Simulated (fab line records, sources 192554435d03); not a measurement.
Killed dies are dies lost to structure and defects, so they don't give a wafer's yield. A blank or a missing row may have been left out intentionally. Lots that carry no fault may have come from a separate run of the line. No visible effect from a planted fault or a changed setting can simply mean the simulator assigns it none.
fab line records + flow n5-finfet + part 2 of 2: steps 20 to 29 of 29
[record]
- lots = 5
- wafers = 15
- last-day = 18
route steps=1938 shown BEOL_M12@1629
lots untouched by any fault: they come from a run of this same line in which no faults occurred
start-h: hours from the record's opening day to when the first of the lot's shown wafers began + wait-h: hours from the lot's prior step to this one + " as in the row above + L1.1+2: a single row standing in for several wafers + - no value present, or no start provided + * or withheld: withheld + < > ~ a bound
route shown NAME@n: NAME is a module with steps in the file, n the number in the route of the first one + usual: average and standard deviation across the fault-free wafers + same: alike in all rows + chamber/n: place in a boat + sites: per-site readings + _std_site: standard deviation of those values + _edge_site: mean of outer sites minus mean of inner sites + radius-mm: for every site, how far away it sits from the centre of the wafer + mask NAME#n: copy n + behind: the most recent tool/chamber to have shaped the wafer + hold: the reason the lot was held/the length of the hold in hours/how it ended + device: the transistor (n, p or np) that didn't switch + end of line: tests of these same wafers at the route's end + a step without rows: its recipe alone + killed: not the wafer's yield, but the dies lost to structure and defects at the first sort + map: a wafer's dies, x killed, . not, _ none there
set.NAME: the setting the step ran with; set.NAME@STEP: the setting that earlier step ran with + model.NAME: the simulator's own value behind a step, which no gauge read
lots at selected steps of the route; one table per step, one row per wafer
services: from which hour (start-h, from the record's first day; less than 0 if before it) a tool's chamber was out of use, for how many hours, and why
[[steps]]
[step N5_BEOL_M12_SPUTTER_43]
[recipe]
- material = TaN
- target-thk-a = 150
- temp-c = 50
- bias-v = 168.6
- power-w = 15000
- chamber-pressure-pa = 0.12
- time-s = 24.19
[usual]
- throttle-valve-pct = 30.2/0.81
| lot.wafer | tool           | chamber | start-h | wait-h | throttle-valve-pct |
|-----------|----------------|---------|---------|--------|--------------------|
| L078.3    | pvd-sputter-03 | -       | 264.63  | 0.0    | 29.8               |
| L078.5    | "              | -       | "       | "      | 31.0               |
| L078.6    | "              | -       | "       | "      | 30.4               |
| L085.2    | pvd-sputter-01 | -       | 308.27  | 0.0    | 28.6               |
| L085.4    | "              | -       | "       | "      | 30.6               |
| L085.6    | "              | -       | "       | "      | 30.0               |
| L093.3    | pvd-sputter-02 | -       | 357.85  | 0.0    | 29.9               |
| L093.4    | "              | -       | "       | "      | 29.7               |
| L093.5    | "              | -       | "       | "      | 29.7               |
| L095.2    | pvd-sputter-02 | -       | 373.43  | 0.0    | 30.0               |
| L095.3    | "              | -       | "       | "      | 29.8               |
| L095.4    | "              | -       | "       | "      | 30.2               |
| L096.3    | pvd-sputter-03 | -       | 393.83  | 0.0    | 31.6               |
| L096.5    | "              | -       | "       | "      | 31.6               |
| L096.6    | "              | -       | "       | "      | 30.3               |
[step N5_BEOL_M12_SPUTTER_44]
[recipe]
- material = Ta
- target-thk-a = 100
- temp-c = 50
- bias-v = 80
- power-w = 15000
- chamber-pressure-pa = 0.07
- time-s = 16.13
[usual]
- throttle-valve-pct = 30.2/0.81
| lot.wafer | tool           | chamber | start-h | wait-h | throttle-valve-pct |
|-----------|----------------|---------|---------|--------|--------------------|
| L078.3    | pvd-sputter-03 | -       | 264.71  | 0.0    | 30.0               |
| L078.5    | "              | -       | "       | "      | 30.9               |
| L078.6    | "              | -       | "       | "      | 30.1               |
| L085.2    | pvd-sputter-01 | -       | 308.35  | 0.0    | 28.4               |
| L085.4    | "              | -       | "       | "      | 30.4               |
| L085.6    | "              | -       | "       | "      | 29.8               |
| L093.3    | pvd-sputter-02 | -       | 357.93  | 0.0    | 29.8               |
| L093.4    | "              | -       | "       | "      | 29.6               |
| L093.5    | "              | -       | "       | "      | 29.8               |
| L095.2    | pvd-sputter-02 | -       | 373.51  | 0.0    | 29.6               |
| L095.3    | "              | -       | "       | "      | 29.9               |
| L095.4    | "              | -       | "       | "      | 30.5               |
| L096.3    | pvd-sputter-03 | -       | 393.91  | 0.0    | 31.8               |
| L096.5    | "              | -       | "       | "      | 31.4               |
| L096.6    | "              | -       | "       | "      | 30.1               |
[step N5_BEOL_M12_SPUTTER_45]
[recipe]
- material = Cu
- target-thk-a = 800
- temp-c = -20
- bias-v = 60
- power-w = 26000
- chamber-pressure-pa = 0.13
- time-s = 13.33
[usual]
- throttle-valve-pct = 30.2/0.78
| lot.wafer | tool           | chamber | start-h | wait-h | throttle-valve-pct |
|-----------|----------------|---------|---------|--------|--------------------|
| L078.3    | pvd-sputter-03 | -       | 264.79  | 0.0    | 30.2               |
| L078.5    | "              | -       | "       | "      | 31.1               |
| L078.6    | "              | -       | "       | "      | 30.1               |
| L085.2    | pvd-sputter-01 | -       | 308.43  | 0.0    | 28.7               |
| L085.4    | "              | -       | "       | "      | 30.6               |
| L085.6    | "              | -       | "       | "      | 29.9               |
| L093.3    | pvd-sputter-02 | -       | 358.01  | 0.0    | 29.9               |
| L093.4    | "              | -       | "       | "      | 29.8               |
| L093.5    | "              | -       | "       | "      | 29.9               |
| L095.2    | pvd-sputter-02 | -       | 373.59  | 0.0    | 29.8               |
| L095.3    | "              | -       | "       | "      | 30.2               |
| L095.4    | "              | -       | "       | "      | 30.4               |
| L096.3    | pvd-sputter-03 | -       | 393.99  | 0.0    | 31.6               |
| L096.5    | "              | -       | "       | "      | 31.7               |
| L096.6    | "              | -       | "       | "      | 30.2               |
[step N5_BEOL_M12_ECD_47]
[recipe]
- material = Cu
- target-thk-a = 7200
| lot.wafer  | tool      | chamber | start-h | wait-h |
|------------|-----------|---------|---------|--------|
| L078.3+5+6 | ecd-cu-01 | 0,1,0   | 264.94  | 0.1    |
| L085.2+4+6 | ecd-cu-02 | 0,0,1   | 308.54  | 0.1    |
| L093.3+4+5 | ecd-cu-01 | 0,1,1   | 358.17  | 0.1    |
| L095.2+3+4 | ecd-cu-02 | 0,1,0   | 373.70  | 0.1    |
| L096.3+5+6 | ecd-cu-02 | 1,0,1   | 394.15  | 0.1    |
[step N5_BEOL_M12_ANNEAL_48]
[recipe]
- temp-c = 225
- time-s = 90
- ambient = N2
[usual]
- wafer_temp_C_max = 226.28/0.28
| lot.wafer | tool          | chamber | start-h | wait-h | wafer_temp_C_max |
|-----------|---------------|---------|---------|--------|------------------|
| L078.3    | rtp-anneal-01 | 0       | 269.48  | 4.5    | 226.52           |
| L078.5    | "             | 0       | "       | "      | 225.75           |
| L078.6    | "             | 0       | "       | "      | 226.14           |
| L085.2    | rtp-anneal-02 | 0       | 312.07  | 3.5    | 226.15           |
| L085.4    | "             | 0       | "       | "      | 226.36           |
| L085.6    | "             | 0       | "       | "      | 226.30           |
| L093.3    | rtp-anneal-02 | 0       | 358.37  | 0.2    | 225.98           |
| L093.4    | "             | 0       | "       | "      | 226.15           |
| L093.5    | "             | 0       | "       | "      | 226.14           |
| L095.2    | rtp-anneal-02 | 0       | 373.89  | 0.1    | 225.93           |
| L095.3    | "             | 0       | "       | "      | 226.43           |
| L095.4    | "             | 0       | "       | "      | 226.18           |
| L096.3    | rtp-anneal-02 | 0       | 394.54  | 0.4    | 226.23           |
| L096.5    | "             | 0       | "       | "      | 226.25           |
| L096.6    | "             | 0       | "       | "      | 226.33           |
[step N5_BEOL_M12_CMP_49]
[recipe]
- stop-on = SiOC
- t-overpolish-s = 20.6
- down-force-psi = 1
- platen-rpm = 50
- clearing-platen-down-force-psi = 1.5
- clearing-platen-rpm = 50
- post-cmp-clean = cu-alkaline
- target-thk-nm = 320
- clearing-platen-pad-velocity-m-s = 0.99484
- pad-velocity-m-s = 0.99484
[usual]
- barrier-field-endpoint-s = 30.0/1
- clearing-platen-down-force-psi = 1.500/0.0031
- motor-current-A = 6.1/0.66
- overpolish-run-s = 20.600/0.0092
- slurry-flow-ml-min = 150.0/0.46
| lot.wafer | tool   | chamber | start-h | wait-h | barrier-field-endpoint-s | clearing-platen-down-force-psi | motor-current-A | overpolish-run-s | slurry-flow-ml-min |
|-----------|--------|---------|---------|--------|--------------------------|--------------------------------|-----------------|------------------|--------------------|
| L078.3    | cmp-01 | 3       | 269.76  | 0.2    | 29.6                     | 1.502                          | 6.3             | 20.582           | 149.4              |
| L078.5    | "      | 1       | "       | "      | 27.9                     | 1.496                          | 6.5             | 20.610           | 149.8              |
| L078.6    | "      | 2       | "       | "      | 30.5                     | 1.499                          | 5.7             | 20.581           | 150.4              |
| L085.4    | cmp-04 | 3       | 312.32  | 0.1    | 30.6                     | 1.495                          | 7.3             | 20.611           | 150.0              |
| L085.2    | "      | 0       | "       | "      | 30.7                     | 1.503                          | 6.1             | 20.587           | 150.2              |
| L085.6    | "      | 0       | "       | "      | 30.5                     | 1.505                          | 6.4             | 20.593           | 149.7              |
| L093.3    | cmp-01 | 3       | 358.64  | 0.2    | 28.3                     | 1.502                          | 6.2             | 20.588           | 151.0              |
| L093.4    | "      | 1       | "       | "      | 28.9                     | 1.503                          | 6.6             | 20.614           | 149.0              |
| L093.5    | "      | 3       | "       | "      | 29.1                     | 1.501                          | 6.2             | 20.600           | 150.3              |
| L095.4    | cmp-01 | 0       | 374.15  | 0.1    | 28.4                     | 1.504                          | 5.7             | 20.588           | 150.4              |
| L095.2    | "      | 1       | "       | "      | 29.6                     | 1.501                          | 6.4             | 20.599           | 149.3              |
| L095.3    | "      | 3       | "       | "      | 29.0                     | 1.499                          | 6.6             | 20.588           | 150.2              |
| L096.3    | cmp-04 | 2       | 394.83  | 0.2    | 30.7                     | 1.500                          | 7.2             | 20.600           | 149.8              |
| L096.6    | "      | 0       | "       | "      | 32.0                     | 1.497                          | 6.2             | 20.595           | 149.9              |
| L096.5    | "      | 1       | "       | "      | 29.7                     | 1.498                          | 5.1             | 20.594           | 150.1              |
[step N5_BEOL_M12_THK_MEAS_50]
[recipe]
- thk-meas-gauge = xrf
- reads = Cu_of_BEOL_M12_ECD_47
[usual]
- M12_THK = 317/6.8
| lot.wafer | tool          | chamber | start-h | wait-h | M12_THK[nm] |
|-----------|---------------|---------|---------|--------|-------------|
| L078.3    | film-metro-01 | -       | 269.98  | -      | 310         |
| L078.5    | "             | -       | "       | "      | 310         |
| L078.6    | "             | -       | "       | "      | 305         |
| L085.2    | film-metro-02 | -       | 312.61  | -      | 314         |
| L085.4    | "             | -       | "       | "      | 318         |
| L085.6    | "             | -       | "       | "      | 314         |
| L093.3    | film-metro-02 | -       | 358.90  | -      | 318         |
| L093.4    | "             | -       | "       | "      | 311         |
| L093.5    | "             | -       | "       | "      | 315         |
| L095.2    | film-metro-02 | -       | 374.44  | -      | 317         |
| L095.3    | "             | -       | "       | "      | 315         |
| L095.4    | "             | -       | "       | "      | 316         |
| L096.3    | film-metro-02 | -       | 395.05  | -      | 332         |
| L096.5    | "             | -       | "       | "      | 324         |
| L096.6    | "             | -       | "       | "      | 319         |
[step N5_BEOL_M12_PRE_CLEAN_52]
[recipe]
- gas = NH3
- time-s = 15
- temp-c = withheld
- rf-power-w = 300
| lot.wafer  | tool     | chamber | start-h | wait-h |
|------------|----------|---------|---------|--------|
| L078.3+5+6 | pecvd-01 | 0,1,2   | 270.02  | 0.0    |
| L085.2+4+6 | pecvd-03 | 2,1,0   | 312.65  | 0.0    |
| L093.3+4+5 | pecvd-03 | 1,0,2   | 358.94  | 0.0    |
| L095.2+3+4 | pecvd-04 | 1,0,2   | 374.48  | 0.0    |
| L096.3+5+6 | pecvd-01 | 0       | 395.11  | 0.1    |
[step N5_BEOL_M12_DEP_53]
[recipe]
- material = SiCN
- target-thk-a = 300
- temp-c = withheld
- precursor = 3MS/NH3
- pressure-torr = 3
- rf-w = 675
- time-s = 10.5
[usual]
- showerhead-plenum-p-Torr = 4.146/0.019
- throttle-valve-pct = 17.9/0.96
| lot.wafer | tool     | chamber | start-h | wait-h | showerhead-plenum-p-Torr | throttle-valve-pct |
|-----------|----------|---------|---------|--------|--------------------------|--------------------|
| L078.3    | pecvd-01 | 0       | 270.05  | 0.0    | 4.134                    | 19.1               |
| L078.5    | "        | 1       | "       | "      | 4.155                    | 19.4               |
| L078.6    | "        | 2       | "       | "      | 4.157                    | 18.5               |
| L085.2    | pecvd-03 | 2       | 312.68  | 0.0    | 4.117                    | 16.8               |
| L085.4    | "        | 1       | "       | "      | 4.164                    | 18.1               |
| L085.6    | "        | 0       | "       | "      | 4.144                    | 18.1               |
| L093.3    | pecvd-03 | 1       | 358.96  | 0.0    | 4.179                    | 18.5               |
| L093.4    | "        | 0       | "       | "      | 4.172                    | 18.4               |
| L093.5    | "        | 2       | "       | "      | 4.123                    | 17.1               |
| L095.2    | pecvd-04 | 1       | 374.50  | 0.0    | 4.130                    | 17.1               |
| L095.3    | "        | 0       | "       | "      | 4.177                    | 17.0               |
| L095.4    | "        | 2       | "       | "      | 4.119                    | 16.8               |
| L096.3    | pecvd-01 | 0       | 395.19  | 0.1    | 4.126                    | 19.4               |
| L096.5    | "        | 0       | "       | "      | 4.122                    | 18.9               |
| L096.6    | "        | 0       | "       | "      | 4.128                    | 19.3               |
[step N5_BEOL_M12_RS_MEAS_54]
[recipe]
- thk-meas-gauge = four-point-probe
- reads = Cu_of_BEOL_M12_ECD_47+Ta_of_BEOL_M12_SPUTTER_44+TaN_of_BEOL_M12_SPUTTER_43
[usual]
- M12_RS = 0.0608/0.0012
| lot.wafer | tool          | chamber | start-h | wait-h | M12_RS[ohm/sq] |
|-----------|---------------|---------|---------|--------|----------------|
| L078.3    | film-metro-02 | -       | 270.11  | 0.0    | 0.0619         |
| L078.5    | "             | -       | "       | "      | 0.0619         |
| L078.6    | "             | -       | "       | "      | 0.0628         |
| L085.2    | film-metro-02 | -       | 312.74  | 0.0    | 0.0616         |
| L085.4    | "             | -       | "       | "      | 0.0607         |
| L085.6    | "             | -       | "       | "      | 0.0617         |
| L093.3    | film-metro-01 | -       | 359.03  | 0.0    | 0.0603         |
| L093.4    | "             | -       | "       | "      | 0.0622         |
| L093.5    | "             | -       | "       | "      | 0.0608         |
| L095.2    | film-metro-02 | -       | 374.57  | 0.0    | 0.0615         |
| L095.3    | "             | -       | "       | "      | 0.0619         |
| L095.4    | "             | -       | "       | "      | 0.0618         |
| L096.3    | film-metro-01 | -       | 395.28  | 0.1    | 0.0586         |
| L096.5    | "             | -       | "       | "      | 0.0602         |
| L096.6    | "             | -       | "       | "      | 0.0611         |
[[services]]
| tool            | chamber | start-h | hours | kind   |
|-----------------|---------|---------|-------|--------|
| rie-diel-05     | 2       | 241.81  | 11.7  | repair |
| pvd-sputter-01  | -       | 256.70  | 7.0   | repair |
| rtp-anneal-02   | -       | 260.06  | 51.6  | pm     |
| cmp-04          | -       | 268.51  | 0.4   | repair |
| cmp-01          | -       | 283.18  | 4.0   | pm     |
| ecd-cu-01       | -       | 284.09  | 5.8   | pm     |
| rie-diel-05     | 1       | 284.48  | 2.8   | repair |
| cmp-01          | -       | 294.16  | 1.1   | repair |
| pecvd-04        | 0       | 294.62  | 3.5   | repair |
| ecd-cu-01       | -       | 301.53  | 0.3   | repair |
| cmp-04          | -       | 308.07  | 4.0   | pm     |
| cmp-01          | -       | 314.03  | 2.3   | repair |
| cmp-01          | -       | 327.65  | 1.2   | repair |
| rie-diel-01     | 1       | 330.90  | 18.3  | repair |
| rie-diel-05     | 1       | 334.52  | 2.8   | repair |
| pvd-sputter-01  | -       | 340.25  | 1.8   | repair |
| pecvd-01        | -       | 349.86  | 2.9   | repair |
| rie-diel-03     | 2       | 357.16  | 20.5  | repair |
| cmp-01          | -       | 380.30  | 13.2  | pm     |
| plasma-asher-02 | -       | 380.73  | 2.8   | pm     |
| pecvd-01        | -       | 381.35  | 2.6   | repair |
| pecvd-03        | -       | 389.68  | 0.8   | repair |
| rie-diel-01     | 0       | 390.40  | 5.7   | repair |
| pecvd-01        | 2       | 390.80  | 23.1  | repair |
